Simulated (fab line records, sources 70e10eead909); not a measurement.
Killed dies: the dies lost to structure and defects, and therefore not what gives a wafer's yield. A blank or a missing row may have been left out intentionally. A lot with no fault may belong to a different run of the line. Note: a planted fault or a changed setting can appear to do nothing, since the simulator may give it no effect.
Which tool was responsible? + flow nand harc + 13 lots with 39 wafers sampled at 5 steps, on a route of 1302 steps

WHAT THE GAUGES SHOWED, per wafer
NHARC_END_SORT_01.
| lot  | measured     | on        | defect limited yield (%) | killed at array | killed at other | killed at periphery | killed dies | killed open | killed short |
|------|--------------|-----------|--------------------------|-----------------|-----------------|---------------------|-------------|-------------|--------------|
| L448 | day 28 09:01 | prober-02 | 0 0 0                    | 674 673 674     | 3 3 1           | 0 1 2               | 677 677 677 | 2 4 3       | 4 2 3        |
| L457 | day 31 12:09 | prober-02 | 88.9 89.5 92.2           | 67 67 47        | 1 1 0           | 7 3 6               | 75 71 53    | 4 1 4       | 4 2 3        |

WHAT TOOL EACH LOT RAN ON (gives the tool, then ch and the chambers of the sampled wafers, and finally the start)
| lot  | NHARC_A_M0_DEP_32               | NHARC_A_M1_ETCH_28                            | NHARC_A_M1_PVD_21            | NHARC_A_M1_ANNEAL_31             |
|------|---------------------------------|-----------------------------------------------|------------------------------|----------------------------------|
| L443 | pecvd-02 ch 0,1,2, day 24 00:17 | rie diel-05 ch 1,2,3, day 24 02:51 or earlier | pvd sputter-01, day 24 02:51 | rtp anneal-02 ch 0, day 24 03:30 |
| L442 | pecvd-01 ch 0,1, day 24 01:59   | rie diel-05 ch 0,2,3, day 24 04:56 or earlier | pvd sputter-01, day 24 04:56 | rtp anneal-02 ch 0, day 24 05:35 |
| L445 | pecvd-01 ch 0,1, day 25 02:19   | rie diel-12 ch 0,2,3, day 25 04:19            | pvd sputter-02, day 25 04:56 | rtp anneal-02 ch 0, day 25 05:26 |
| L447 | pecvd-03 ch 1,2, day 25 22:49   | rie diel-05 ch 0,2, day 26 01:23 or earlier   | pvd sputter-02, day 26 01:23 | rtp anneal-02 ch 0, day 26 01:57 |
| L449 | pecvd-02 ch 0,1,2, day 26 11:10 | rie diel-05 ch 1,2,3, day 26 13:55 or earlier | pvd sputter-03, day 26 13:55 | rtp anneal-01 ch 0, day 26 14:28 |
| L448 | pecvd-03 ch 0,1, day 26 16:50   | rie diel-10 ch 0,1,3, day 26 19:29 or earlier | pvd sputter-01, day 26 19:29 | rtp anneal-02 ch 0, day 26 19:59 |
| L450 | pecvd-01 ch 0,1, day 27 13:25   | rie diel-12 ch 2,3, day 27 15:58 or earlier   | pvd sputter-01, day 27 15:58 | rtp anneal-01 ch 0, day 27 16:32 |
| L457 | pecvd-01 ch 0,1, day 29 19:19   | rie diel-10 ch 1,2, day 29 21:58 or earlier   | pvd sputter-01, day 29 21:58 | rtp anneal-01 ch 0, day 29 22:41 |
| L458 | pecvd-02 ch 0,1,2, day 31 05:02 | rie diel-10 ch 0,1, day 31 07:26 or earlier   | pvd sputter-01, day 31 07:26 | rtp anneal-02 ch 0, day 31 08:05 |
| L463 | pecvd-01 ch 0,1,2, day 32 16:12 | rie diel-12 ch 0,2,3, day 32 18:47 or earlier | pvd sputter-03, day 32 18:47 | rtp anneal-02 ch 0, day 32 19:17 |
| L461 | pecvd-02 ch 1,2, day 32 17:43   | rie diel-12 ch 0,1,3, day 32 20:21 or earlier | pvd sputter-02, day 32 20:21 | rtp anneal-01 ch 0, day 32 20:53 |
| L460 | pecvd-01 ch 0,1,2, day 32 20:57 | rie diel-12 ch 1,2,3, day 32 23:41 or earlier | pvd sputter-02, day 32 23:41 | rtp anneal-02 ch 0, day 33 00:16 |
| L462 | pecvd-03 ch 0,1,2, day 33 00:22 | rie diel-12 ch 0,1,2, day 33 02:53 or earlier | pvd sputter-03, day 33 02:53 | rtp anneal-01 ch 0, day 33 03:26 |
- NHARC_A_M0_DEP_32: deposits SiCN, target thk 30 nm.
- NHARC_A_M1_ETCH_28: etches the open film in CF4/N2, target depth 30 nm, time 72.99 s.
- NHARC_A_M1_PVD_21: deposits Cu, target thk 30 nm, time 20.49 s.
- NHARC_A_M1_ANNEAL_31: time 90 s.

AS READ BY THE TOOLS THEMSELVES (means over the sampled wafers that have a number; for cases with no such wafer, the mark the record gives instead)
NHARC_A_M0_DEP_32.
| lot  | tool     | heater power w (W) |
|------|----------|--------------------|
| L443 | pecvd-02 | 558                |
| L442 | pecvd-01 | 580                |
| L445 | pecvd-01 | 615                |
| L447 | pecvd-03 | 635                |
| L449 | pecvd-02 | 561                |
| L448 | pecvd-03 | 527                |
| L450 | pecvd-01 | 667                |
| L457 | pecvd-01 | 587                |
| L458 | pecvd-02 | 574                |
| L463 | pecvd-01 | 566                |
| L461 | pecvd-02 | 613                |
| L460 | pecvd-01 | 595                |
| L462 | pecvd-03 | 591                |

NHARC_A_M1_ETCH_28.
| lot  | tool        | chamber pressure mTorr (mTorr) | drypump motor current A (A) | oes product au (a.u.) | rf vpp V (V) | showerhead plenum p Torr (Torr) | throttle valve pct (%) |
|------|-------------|--------------------------------|-----------------------------|-----------------------|--------------|---------------------------------|------------------------|
| L443 | rie diel-05 | 29.983                         | 5.7                         | 0.995                 | 315.3        | 2.72                            | 19.792                 |
| L442 | rie diel-05 | 29.995                         | 5.6                         | 1.007                 | 315.1        | 2.64                            | 19.787                 |
| L445 | rie diel-12 | 29.991                         | 5.6                         | 1.006                 | 312.8        | 2.55                            | 19.795                 |
| L447 | rie diel-05 | 29.987                         | 5.2                         | 0.998                 | 314.8        | 2.65                            | 19.799                 |
| L449 | rie diel-05 | 29.982                         | 5.7                         | 0.992                 | 315.3        | 2.72                            | 19.785                 |
| L448 | rie diel-10 | 30.008                         | 5.9                         | 0.999                 | 314.8        | 2.69                            | 19.788                 |
| L450 | rie diel-12 | 30.028                         | 5.9                         | 1.004                 | 314.7        | 2.61                            | 19.788                 |
| L457 | rie diel-10 | 30.006                         | 5.5                         | 0.997                 | 314.1        | 2.62                            | 19.799                 |
| L458 | rie diel-10 | 30.011                         | 5.7                         | 1.005                 | 314.8        | 2.65                            | 19.787                 |
| L463 | rie diel-12 | 30.004                         | 5.7                         | 1.008                 | 312.9        | 2.54                            | 19.789                 |
| L461 | rie diel-12 | 29.980                         | 5.4                         | 0.996                 | 313.1        | 2.56                            | 19.790                 |
| L460 | rie diel-12 | 29.979                         | 5.6                         | 1.000                 | 313.8        | 2.63                            | 19.781                 |
| L462 | rie diel-12 | 30.007                         | 5.2                         | 0.998                 | 314.6        | 2.62                            | 19.809                 |

NHARC_A_M1_PVD_21.
| lot  | tool           | cathode dc power W (W) | chamber pressure pa (Pa) | throttle valve pct (%) |
|------|----------------|------------------------|--------------------------|------------------------|
| L443 | pvd sputter-01 | 5000.4                 | 5.000                    | 29.3                   |
| L442 | pvd sputter-01 | 4999.8                 | 5.007                    | 29.6                   |
| L445 | pvd sputter-02 | 5000.3                 | 5.001                    | 30.2                   |
| L447 | pvd sputter-02 | 4999.7                 | 5.004                    | 30.2                   |
| L449 | pvd sputter-03 | -                      | -                        | -                      |
| L448 | pvd sputter-01 | -                      | -                        | -                      |
| L450 | pvd sputter-01 | 5001.2                 | 5.003                    | 28.9                   |
| L457 | pvd sputter-01 | 4999.7                 | 5.000                    | 29.8                   |
| L458 | pvd sputter-01 | 4999.9                 | 4.998                    | 30.5                   |
| L463 | pvd sputter-03 | 5000.4                 | 5.002                    | 29.5                   |
| L461 | pvd sputter-02 | 5000.0                 | 5.004                    | 30.3                   |
| L460 | pvd sputter-02 | 4999.3                 | 4.993                    | 30.3                   |
| L462 | pvd sputter-03 | 4999.3                 | 5.007                    | 29.5                   |

NHARC_A_M1_ANNEAL_31.
| lot  | tool          | wafer_temp_C_max |
|------|---------------|------------------|
| L443 | rtp anneal-02 | 225.62           |
| L442 | rtp anneal-02 | 225.70           |
| L445 | rtp anneal-02 | 225.73           |
| L447 | rtp anneal-02 | 225.48           |
| L449 | rtp anneal-01 | 225.99           |
| L448 | rtp anneal-02 | 225.58           |
| L450 | rtp anneal-01 | 226.20           |
| L457 | rtp anneal-01 | 226.05           |
| L458 | rtp anneal-02 | 225.40           |
| L463 | rtp anneal-02 | 225.81           |
| L461 | rtp anneal-01 | 225.88           |
| L460 | rtp anneal-02 | 225.39           |
| L462 | rtp anneal-01 | 226.05           |

THE ANSWER, worked out from the rows above alone
Rule: the usual values come from the lots themselves. The widest of any qualifying gaps counts: lots, ordered by their means at a reading, are off when they make up no more than a third of the lots, leave a main group of 4 or more, and stand apart from it by 3 or more times the standard deviation of that group's means. A main group whose means are all the same, to the digits that the tables above print for the reading, isn't used. A lot without any number at a reading at which 4 lots or more have one is off too. The other lots that the step has rows for count as sound. After the gauges, taken in route order, come the tools' own readings; for these a lot's mean is taken, as printed above. The first step at which some lot is off is used, and at that step the reading that is off furthest; a lot without a number counts as furthest.
Off, at NHARC_A_M1_PVD_21 on cathode dc power W: L449, L448. Without a number there: L449, L448. Mean 5000.0 W and standard deviation 0.53 in the main group.
A tool fits if, at that step or a process step before it, it ran every lot that is off, and no sound lot after the first of them. NHARC_A_M1_ETCH_28: start missing for some lots; hours and lot order therefore follow NHARC_A_M1_PVD_21. No candidate that was tried fits.

WHAT WAS PUT IN BY THE SIMULATOR
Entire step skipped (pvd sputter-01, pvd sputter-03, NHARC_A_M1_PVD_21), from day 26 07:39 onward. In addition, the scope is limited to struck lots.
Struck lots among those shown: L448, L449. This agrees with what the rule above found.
